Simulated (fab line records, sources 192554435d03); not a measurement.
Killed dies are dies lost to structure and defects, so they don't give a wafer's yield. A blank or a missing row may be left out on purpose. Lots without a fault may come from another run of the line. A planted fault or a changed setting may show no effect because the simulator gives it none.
Chamber matching | flow n5_finfet | N5_STI_FIN_REVEAL_CMP_04 on cmp-04: 4 sister chambers
The step polishes, stops on Si3N4, t overpolish 4 s, target thk 131.83 nm. 4 wafers are shown with their chamber, then 8 later ones without.

WAFERS WITH THEIR CHAMBER
wafer  | chamber | motor_current_A (A)
L082.6 | 1       | 7.5
L090.4 | 0       | 8.6
L090.5 | 3       | 7.8
L091.2 | 2       | 7.4

WAFERS WITHOUT THEIR CHAMBER
wafer  | motor_current_A (A)
L091.5 | 7.7
L091.6 | 8.1
L093.1 | 7.6
L093.2 | 8.0
L093.6 | 7.8
L096.3 | 7.6
L096.4 | 7.4
L096.6 | 7.8

WHICH CHAMBER EACH WENT THROUGH
wafer  | from the rows above          | in truth
L091.5 | can't be placed: 3 or 1 or 2 | 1
L091.6 | can't be placed: 3 or 0      | 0
L093.1 | can't be placed: 1 or 2 or 3 | 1
L093.2 | 3                            | 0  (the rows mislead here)
L093.6 | 3                            | 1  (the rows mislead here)
L096.3 | can't be placed: 1 or 2 or 3 | 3
L096.4 | can't be placed: 2 or 1      | 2
L096.6 | 3                            | 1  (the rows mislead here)
Placed correctly: 0 of 8. Can't be placed from these rows: 5 (the true chamber is among the candidates in 5). Placed wrongly: 3.
How it was worked out, from the rows above alone: a wafer's distance from a chamber is the root of the sum, over the readings, of the square of ((its reading less the chamber's mean) divided by the reading's scatter). The wafer belongs to the nearest chamber; if the next one is less than 2 further off, it can't be placed. A chamber's mean is the mean of its shown wafers. The scatter: with one shown wafer a chamber, the root of the mean of the squares of how far each hidden wafer lies from its nearest shown one.
